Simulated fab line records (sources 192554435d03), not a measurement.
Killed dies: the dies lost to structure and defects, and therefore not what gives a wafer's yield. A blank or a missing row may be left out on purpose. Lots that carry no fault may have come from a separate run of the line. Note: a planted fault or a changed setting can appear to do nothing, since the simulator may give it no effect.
fab line records	flow n5-finfet
[record] lots = 10	wafers = 28	last-day = 19
route steps=1938 shown FIN_SAQP@148 FIN_CUT@164 BEOL_M4@1111
lots untouched by any fault: they come from a run of this same line in which no faults occurred
start-h: hours from the record's opening day to when the first of the lot's shown wafers began	wait-h: how many hours have passed since the lot's step before this one	" identical to the entry in the row above	L1.1+2: one row covering several wafers at once	- either no value or no given start	* or withheld: withheld	< > ~ a bound
route shown NAME@n: NAME is a module with steps in the file, n the number in the route of the first one	usual: the fault-free wafers' mean and standard deviation	same: alike in all rows	chamber/n: place in a boat	sites: per-site readings	_std_site: how widely they spread, as a standard deviation	_edge_site: the outer-site mean with the inner-site mean subtracted	radius-mm: for every site, how far away it sits from the centre of the wafer	mask NAME#n: copy n	behind: the most recent tool/chamber to have shaped the wafer	hold: reason for holding the lot/hours on hold/outcome of the hold	device: the n, p or np transistor that did not switch	end of line: tests of these same wafers at the route's end	a step without rows: its recipe alone	killed: dies that structure and defects cost at the first sort, which is not the same as the wafer's yield	map: shows each die of a wafer: x if killed, . if not, _ if none is there
set.NAME: the run value of the setting; set.NAME@STEP: its run value at that earlier step	model.NAME: the simulator's own value behind a step, which no gauge read
a sample of lots followed through the steps of the route, with each step as a table and each wafer as a row
services: a tool's chamber out of use, with start hour (start-h, from the record's first day; less than 0 if before it), hours out, and reason
[[steps]]
[step N5_FIN_SAQP_CD_MEAS_37]
[recipe] target-cd-nm = 8	polarity = line
[usual] cd-nm = 8.14/0.23
lot.wafer	tool	chamber	start-h	wait-h	cd-nm
L401.2	cd-sem-02	-	27.03	0.1	8.14
L401.3	"	-	"	"	7.96
L401.5	"	-	"	"	8.01
L403.2	cd-sem-01	-	40.00	0.1	8.22
L403.4	"	-	"	"	8.29
L403.5	"	-	"	"	8.01
L404.2	cd-sem-01	-	45.52	0.1	8.30
L404.4	"	-	"	"	8.34
L404.5	"	-	"	"	7.95
L407.1	cd-sem-02	-	62.15	0.1	8.52
L407.3	"	-	"	"	7.79
L407.4	"	-	"	"	8.17
L408.1	cd-sem-02	-	68.22	0.1	8.09
L408.2	"	-	"	"	8.21
L408.5	"	-	"	"	8.00
L409.1	cd-sem-03	-	74.50	0.1	8.12
L409.3	"	-	"	"	7.86
L409.4	"	-	"	"	8.46
L413.1	cd-sem-01	-	99.50	0.1	8.00
L413.2	"	-	"	"	8.27
L413.6	"	-	"	"	8.15
L420.1	cd-sem-02	-	141.80	0.1	8.00
L420.3	"	-	"	"	7.98
L421.1	cd-sem-02	-	147.80	0.1	8.42
L421.3	"	-	"	"	8.23
L424.2	cd-sem-01	-	164.39	0.1	8.08
L424.5	"	-	"	"	7.96
L424.6	"	-	"	"	8.25
[step N5_FIN_CUT_OVL_MEAS_09]
[recipe] points-per-wafer = 522
[usual] FIN_CUT_OVL = 0.1/0.73
lot.wafer	tool	chamber	start-h	wait-h	FIN_CUT_OVL[nm]
L401.2	overlay-02	0	27.50	0.0	0.9
L401.3	"	0	"	"	0.0
L401.5	"	0	"	"	-1.1
L403.2	overlay-01	0	40.50	0.0	-0.2
L403.4	"	0	"	"	0.3
L403.5	"	0	"	"	0.1
L404.2	overlay-01	0	46.17	0.0	-0.2
L404.4	"	0	"	"	0.3
L404.5	"	0	"	"	1.3
L407.1	overlay-02	0	62.61	0.0	-0.6
L407.3	"	0	"	"	-0.8
L407.4	"	0	"	"	-1.2
L408.1	overlay-01	0	68.82	0.0	0.2
L408.2	"	0	"	"	-0.5
L408.5	"	0	"	"	-0.6
L409.1	overlay-02	0	74.97	0.0	0.3
L409.3	"	0	"	"	0.5
L409.4	"	0	"	"	0.3
L413.1	overlay-02	0	99.96	0.0	0.1
L413.2	"	0	"	"	-0.3
L413.6	"	0	"	"	0.0
L420.1	overlay-02	0	142.42	0.0	-0.1
L420.3	"	0	"	"	-0.8
L421.1	overlay-02	0	148.41	0.0	0.7
L421.3	"	0	"	"	0.0
L424.2	overlay-01	0	165.03	0.0	-1.0
L424.5	"	0	"	"	-0.2
L424.6	"	0	"	"	-1.4
[step N5_FIN_CUT_ETCH_20]
[recipe] chemistry = CF4	target = SiARC	target-depth-a = 260	mask-material = CAR-EUV	time-s = 43.3	ion-energy-ev = 80	pressure-mtorr = 40	source-w = 545	bias-w = 36	Ar_flow_sccm = 100	cf4-flow-sccm = 100	ends = cleared
[usual] drypump-motor-current-A = 5.9/0.41	etch-rf-on-time-s = 43.1/0.73	mfc-ar-sccm = 99.94/0.28	oes-product-au = 0.67/0.066	rf-vpp-V = 184.3/0.98	showerhead-plenum-p-Torr = 2.15/0.05	throttle-valve-pct = 15.57/0.15
lot.wafer	tool	chamber	start-h	wait-h	drypump-motor-current-A	etch-rf-on-time-s	mfc-ar-sccm	oes-product-au	rf-hours-counter-h	rf-vpp-V	showerhead-plenum-p-Torr	throttle-valve-pct
L401.2	rie-diel-05	1	27.64	0.0	5.8	43.6	100.13	0.66	123	185.0	2.24	15.59
L401.3	"	3	"	"	5.7	42.5	100.32	0.81	6	185.7	2.27	15.43
L401.5	"	2	"	"	5.8	44.0	99.97	0.65	-	186.1	2.22	15.77
L403.2	rie-diel-03	0	40.73	0.0	6.4	42.2	99.70	0.66	155	185.3	2.14	15.59
L403.4	"	3	"	"	5.6	42.6	100.11	0.63	158	183.5	2.14	15.65
L403.5	"	0	"	"	6.3	41.9	100.03	0.67	-	185.0	2.14	15.60
L404.2	rie-diel-03	3	46.95	0.0	5.6	43.2	100.57	0.63	160	185.4	2.13	15.66
L404.4	"	2	"	"	5.4	42.8	100.31	0.65	156	184.0	2.14	15.44
L404.5	"	1	"	"	6.0	43.8	100.20	0.58	-	183.1	2.11	15.81
L407.1	rie-diel-03	0	62.76	0.0	6.4	42.9	99.86	0.65	163	185.0	2.13	15.61
L407.3	"	2	"	"	5.5	42.9	100.07	0.64	162	182.8	2.14	15.45
L407.4	"	3	"	"	5.6	43.6	99.75	0.63	-	184.9	2.13	15.67
L408.1	rie-diel-03	2	68.96	0.0	5.5	43.1	100.04	0.64	165	185.5	2.14	15.46
L408.2	"	3	"	"	5.6	43.4	99.89	0.62	169	185.5	2.13	15.67
L408.5	"	0	"	"	6.4	43.4	99.61	0.65	-	184.6	2.13	15.62
L409.1	rie-diel-03	3	75.11	0.0	5.6	43.1	99.69	0.62	171	185.1	2.13	15.69
L409.3	"	0	"	"	6.3	43.1	100.20	0.65	168	182.4	2.13	15.62
L409.4	"	1	"	"	6.0	41.7	99.90	0.86	0	184.8	2.10	15.31
L413.1	rie-diel-03	1	100.14	0.0	6.0	42.0	100.46	0.82	8	183.5	2.10	15.33
L413.2	"	3	"	"	5.6	43.3	100.02	0.61	179	183.3	2.13	15.68
L413.6	"	0	"	"	6.3	42.6	100.00	0.65	-	184.0	2.13	15.64
L420.1	rie-diel-03	1	142.73	0.0	6.1	41.8	100.12	0.78	25	184.2	2.10	15.37
L420.3	"	3	"	"	5.6	57.1	99.67	0.52	196	184.4	2.12	15.73
L421.1	rie-diel-03	0	148.57	0.0	6.4	42.9	100.29	0.63	195	182.9	2.12	15.66
L421.3	"	3	"	"	5.6	57.3	100.06	0.52	199	182.8	2.12	15.73
L424.2	rie-diel-04	3	165.17	0.0	6.5	44.1	99.95	0.61	171	184.6	2.13	15.56
L424.5	"	0	"	"	5.5	42.9	100.04	0.73	-	185.9	2.26	15.37
L424.6	"	3	"	"	6.5	43.7	100.07	0.61	-	183.2	2.13	15.56
[step N5_FIN_CUT_CUT_ETCH_28]
[recipe] chemistry = HBr/Cl2/O2	target = Si	target-depth-a = 60	mask-material = SOC	time-s = 2.4	ion-energy-ev = *	bias-w = *	pressure-mtorr = 10	icp-w = 800	HBr_flow_sccm = 150	Cl2_flow_sccm = 80	O2_flow_sccm = 12
[usual] drypump-motor-current-A = 5.6/0.39	he-backside-leak-sccm = 2.8/0.41	oes-product-au = 1.009/0.018	throttle-valve-pct = 37.36/0.2
lot.wafer	tool	chamber	start-h	wait-h	drypump-motor-current-A	he-backside-leak-sccm	oes-product-au	rf-hours-counter-h	throttle-valve-pct
L401.2	rie-si-05	0	28.28	0.0	5.7	2.4	0.999	0	37.46
L401.3	"	2	"	"	5.4	2.9	1.007	15	37.56
L401.5	"	1	"	"	6.6	3.2	1.015	-	37.24
L403.2	rie-si-05	2	41.61	0.0	5.4	2.8	1.016	15	37.55
L403.4	"	3	"	"	5.3	2.9	1.016	103	37.39
L403.5	"	0	"	"	5.7	2.6	0.985	-	37.46
L404.2	rie-si-05	0	47.58	0.0	5.8	2.6	0.991	1	37.46
L404.4	"	0	"	"	5.8	2.4	0.980	-	37.46
L404.5	"	1	"	"	6.6	3.2	1.007	-	37.23
L407.1	rie-si-04	2	63.39	0.0	5.6	2.3	1.008	80	37.18
L407.3	"	0	"	"	5.6	2.3	1.041	6	37.27
L407.4	"	1	"	"	5.1	3.2	1.012	139	37.60
L408.1	rie-si-04	0	69.59	0.0	5.6	2.2	1.031	7	37.25
L408.2	"	3	"	"	5.4	3.3	0.991	57	37.44
L408.5	"	0	"	"	5.6	2.3	1.029	-	37.25
L409.1	rie-si-04	3	75.75	0.0	5.4	3.2	1.001	57	37.45
L409.3	"	1	"	"	5.1	3.2	1.007	139	37.60
L409.4	"	0	"	"	5.6	3.9	1.040	7	37.25
L413.1	rie-si-02	3	100.77	0.0	5.4	2.8	1.023	0	37.41
L413.2	"	2	"	"	5.8	2.5	1.031	46	36.96
L413.6	"	3	"	"	5.5	2.7	1.021	-	37.40
L420.1	rie-si-04	2	143.36	0.0	5.5	2.3	1.008	81	37.18
L420.3	"	0	"	"	5.6	2.1	1.039	8	37.25
L421.1	rie-si-02	1	149.20	0.0	5.3	2.9	0.987	8	37.37
L421.3	"	3	"	"	5.4	2.7	1.025	1	37.43
L424.2	rie-si-02	3	165.80	0.0	5.5	3.2	1.028	2	37.39
L424.5	"	3	"	"	5.5	3.0	1.033	-	37.41
L424.6	"	0	"	"	6.4	2.6	0.995	-	37.66
[step N5_BEOL_M4_RC_MEAS_101]
[usual] DIBL_N = 36.1/1.3	DIBL_P = 36.1/1.7	IOFF_N = 0.154/0.022	IOFF_P = 0.201/0.024	ION_N = 675/8.9	ION_P = 462/5.9	SS_N = 71.5/0.49	SS_P = 73.3/0.58	VT_N = 250.0/2.7	VT_P = -251.3/2.7
lot.wafer	tool	chamber	start-h	wait-h	DIBL_N[mV/V]	DIBL_P[mV/V]	IOFF_N[nA/um]	IOFF_P[nA/um]	ION_N[uA/um]	ION_P[uA/um]	SS_N[mV/dec]	SS_P[mV/dec]	VT_N[mV]	VT_P[mV]
L401.2	prober-01	0	164.01	0.2	35.6	34.7	0.148	0.194	674	468	71.6	73.1	249.6	-251.0
L401.3	"	0	"	"	35.7	34.9	0.151	0.200	688	470	72.3	73.5	249.3	-249.6
L401.5	"	0	"	"	35.3	34.9	0.147	0.196	678	463	72.2	72.6	247.7	-250.2
L403.2	prober-01	0	170.57	0.2	36.8	37.7	0.168	0.185	678	452	72.2	73.7	250.7	-254.7
L403.4	"	0	"	"	36.0	36.4	0.146	0.172	662	452	71.3	73.7	251.7	-253.2
L403.5	"	0	"	"	37.6	38.3	0.165	0.184	676	448	72.1	73.5	250.3	-254.9
L404.2	prober-02	0	189.27	0.2	37.6	37.2	0.164	0.216	681	468	71.6	73.5	250.3	-249.2
L404.4	"	0	"	"	38.4	38.5	0.181	0.235	684	468	72.1	73.9	248.3	-249.2
L404.5	"	0	"	"	35.2	34.9	0.134	0.184	681	466	71.5	73.4	252.3	-253.5
L407.1	prober-01	0	199.47	0.0	35.3	36.2	0.149	0.205	684	467	71.1	72.6	248.5	-249.8
L407.3	"	0	"	"	35.0	35.3	0.136	0.181	676	468	70.5	72.9	251.2	-249.1
L407.4	"	0	"	"	35.2	35.5	0.145	0.195	682	468	70.8	73.2	248.5	-248.5
L408.1	prober-02	0	212.89	0.0	36.1	34.8	0.155	0.202	669	464	71.9	72.5	250.6	-253.7
L408.2	"	0	"	"	35.3	33.5	0.148	0.184	682	462	72.0	72.7	249.2	-254.6
L408.5	"	0	"	"	35.4	33.9	0.141	0.189	674	465	71.2	73.1	253.0	-253.1
L409.1	prober-01	0	227.34	0.0	35.2	35.5	0.131	0.189	672	461	71.0	73.0	251.7	-250.1
L409.3	"	0	"	"	36.0	35.5	0.134	0.192	668	463	71.3	72.4	250.1	-248.9
L409.4	"	0	"	"	36.5	36.9	0.146	0.214	676	465	71.0	73.2	249.3	-249.1
L413.1	prober-01	0	259.59	0.0	36.0	34.7	0.144	0.203	673	466	70.5	72.4	249.2	-247.3
L413.2	"	0	"	"	37.1	35.7	0.161	0.215	672	463	71.2	73.2	249.9	-250.3
L413.6	"	0	"	"	36.7	35.4	0.161	0.209	679	466	71.0	73.3	249.1	-251.8
L420.1	prober-01	0	289.51	0.0	35.4	35.5	0.150	0.197	676	465	71.8	72.6	249.4	-252.2
L420.3	"	0	"	"	34.2	33.2	0.120	0.163	666	456	71.3	72.9	252.3	-252.5
L421.1	prober-02	0	293.24	0.0	38.8	38.7	0.206	0.234	693	465	72.0	74.5	246.4	-251.8
L421.3	"	0	"	"	38.5	38.0	0.195	0.228	696	471	71.5	74.8	247.9	-251.2
L424.2	prober-01	0	322.61	0.2	35.0	35.5	0.129	0.156	667	456	71.1	73.3	251.5	-255.6
L424.5	"	0	"	"	35.0	36.1	0.136	0.168	678	460	71.8	72.9	249.9	-253.4
L424.6	"	0	"	"	35.9	36.4	0.141	0.169	677	462	72.3	73.3	250.5	-256.6
[[services]]
tool	chamber	start-h	hours	kind
rie-si-02	2	37.85	13.4	repair
rie-si-05	3	42.88	5.7	repair
rie-diel-03	1	60.76	-	clean
rie-diel-03	1	60.76	-	consumable-replace:focus-ring
rie-diel-03	1	60.76	13.9	scheduled-down
rie-diel-03	1	60.76	13.9	vent-cycle
rie-si-02	3	61.05	-	clean
rie-si-02	3	61.05	30.1	scheduled-down
rie-si-02	3	61.05	30.1	vent-cycle
rie-si-04	2	78.74	1.4	repair
rie-diel-03	2	79.31	3.5	repair
rie-diel-03	-	87.04	0.8	repair
rie-si-02	2	89.45	3.8	repair
rie-diel-04	3	95.97	9.2	repair
rie-diel-03	2	97.05	64.8	repair
rie-si-04	-	108.13	15.6	pm
rie-si-05	2	114.82	13.6	repair
rie-si-05	0	132.67	14.3	repair
rie-diel-05	-	140.08	0.4	repair
rie-si-05	1	141.10	22.8	repair
rie-si-02	2	152.67	12.2	repair
rie-si-04	3	156.12	8.1	repair
[[key]]
[first-sign] step = N5_FIN_CUT_ETCH_20	reading = etch-rf-on-time-s	direction = up	sigmas = 19	usual = *	struck = *
effect none on later readings
met-at N5_FIN_CUT_ETCH_20
struck-lots L420,L421
struck-wafers L420.3,L421.3
not-acting-at N5_FIN_SAQP_CD_MEAS_37,N5_FIN_CUT_OVL_MEAS_09,N5_FIN_CUT_CUT_ETCH_28
onset-between 100.14 142.73
[fault] kind = process-parameter-drift	tool = rie-diel-03	chamber = -	onset-h = 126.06	steps = N5_FIN_CUT_ETCH_20	channel = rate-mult	offset = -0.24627	shape = step	end-h = 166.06	scope = struck-wafers-only
